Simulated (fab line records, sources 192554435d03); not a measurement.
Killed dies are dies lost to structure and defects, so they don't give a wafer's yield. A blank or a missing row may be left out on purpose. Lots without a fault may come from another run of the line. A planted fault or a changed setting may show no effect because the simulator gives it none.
Chamber matching | flow n5_finfet | N5_DUMMY_REMOVAL_HM_STRIP_01 on rie_diel-06: 4 sister chambers
The step strips SiNx in CH3F/O2, stops on poly-Si, target depth 4 nm, time 6.8 s. 8 wafers are shown with their chamber, then 12 later ones without.

WAFERS WITH THEIR CHAMBER
wafer  | chamber | drypump_motor_current_A (A) | throttle_valve_pct (%)
L084.4 | 3       | 5.2                         | 16.65
L085.3 | 3       | 5.1                         | 16.64
L089.3 | 2       | 5.8                         | 16.37
L089.4 | 1       | 5.7                         | 16.55
L090.2 | 2       | 5.8                         | 16.37
L093.1 | 1       | 5.7                         | 16.11
L093.3 | 0       | 5.4                         | 16.61
L093.6 | 0       | 5.4                         | 16.58

WAFERS WITHOUT THEIR CHAMBER
wafer  | drypump_motor_current_A (A) | throttle_valve_pct (%)
L094.1 | 5.7                         | 16.10
L094.2 | 5.8                         | 16.41
L094.3 | 5.4                         | 16.61
L095.2 | 5.8                         | 16.42
L095.3 | 5.4                         | 16.63
L095.6 | 5.2                         | 16.19
L096.4 | 5.7                         | 16.12
L096.5 | 5.1                         | 16.19
L096.6 | 5.9                         | 16.42
L097.1 | 5.1                         | 16.20
L097.3 | 5.7                         | 16.11
L097.6 | 5.2                         | 16.20

WHICH CHAMBER EACH WENT THROUGH
wafer  | from the rows above     | in truth
L094.1 | can't be placed: 1 or 2 | 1
L094.2 | 2                       | 2
L094.3 | 0                       | 0
L095.2 | 2                       | 2
L095.3 | 0                       | 0
L095.6 | 3                       | 3
L096.4 | can't be placed: 1 or 2 | 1
L096.5 | 3                       | 3
L096.6 | 2                       | 2
L097.1 | 3                       | 3
L097.3 | can't be placed: 1 or 2 | 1
L097.6 | 3                       | 3
Placed correctly: 9 of 12. Can't be placed from these rows: 3 (the true chamber is among the candidates in 3). Placed wrongly: 0.
How it was worked out, from the rows above alone: a wafer's distance from a chamber is the root of the sum, over the readings, of the square of ((its reading less the chamber's mean) divided by the reading's scatter). The wafer belongs to the nearest chamber; if the next one is less than 2 further off, it can't be placed. A chamber's mean is the mean of its shown wafers. The scatter: the root of (the sum of the squares of (reading less its chamber's mean) over the shown wafers, divided by (wafers less chambers)).
